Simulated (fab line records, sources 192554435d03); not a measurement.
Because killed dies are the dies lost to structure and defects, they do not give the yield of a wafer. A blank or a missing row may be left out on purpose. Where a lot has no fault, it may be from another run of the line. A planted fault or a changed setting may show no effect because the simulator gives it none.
What tool caused it? || flow n5_finfet || route of 1938 steps, sampled at 1 step: 12 lots, 36 wafers

WHAT THE GAUGES SHOWED, per wafer
N5_BEOL_M13_THK_MEAS_50: measures by xrf.
{"lot": "L075", "measured": "day 11 23:52", "on": "film_metro-02", "M13_THK (nm)": "406 419 413"}
{"lot": "L078", "measured": "day 12 11:07", "on": "film_metro-01", "M13_THK (nm)": "425 418 420"}
{"lot": "L080", "measured": "day 13 03:51", "on": "film_metro-02", "M13_THK (nm)": "406 414 412"}
{"lot": "L081", "measured": "day 13 07:57", "on": "film_metro-01", "M13_THK (nm)": "421 416 411"}
{"lot": "L082", "measured": "day 14 00:43", "on": "film_metro-01", "M13_THK (nm)": "417 412 416"}
{"lot": "L084", "measured": "day 14 07:22", "on": "film_metro-01", "M13_THK (nm)": "418 416 433"}
{"lot": "L089", "measured": "day 15 12:44", "on": "film_metro-02", "M13_THK (nm)": "407 407 409"}
{"lot": "L087", "measured": "day 15 23:24", "on": "film_metro-02", "M13_THK (nm)": "403 407 403"}
{"lot": "L091", "measured": "day 16 09:23", "on": "film_metro-02", "M13_THK (nm)": "406 405 428"}
{"lot": "L092", "measured": "day 17 02:38", "on": "film_metro-01", "M13_THK (nm)": "427 402 411"}
{"lot": "L094", "measured": "day 17 16:46", "on": "film_metro-02", "M13_THK (nm)": "429 412 422"}
{"lot": "L096", "measured": "day 17 23:35", "on": "film_metro-01", "M13_THK (nm)": "412 438 425"}

WHICH TOOL RAN EACH LOT (tool, then ch and the chambers of the sampled wafers, then the start)
Record: no process step prior to these readings.

THE ANSWER, worked out from the rows above alone
Rule: the lots themselves supply what counts as usual. The widest of any qualifying gaps counts: lots, ordered by their means at a reading, are off when they make up no more than a third of the lots, leave a main group of 4 or more, and stand apart from it by 3 or more times the standard deviation of that group's means. A main group is skipped when, at the precision printed for the reading in the tables above, its means are all equal. Also off: a lot with no number at a reading for which 4 or more lots have one. The other lots that the step has rows for count as sound.
No lot is off on any of the readings shown, so nothing can be concluded from this.

WHAT THE SIMULATOR PUT IN
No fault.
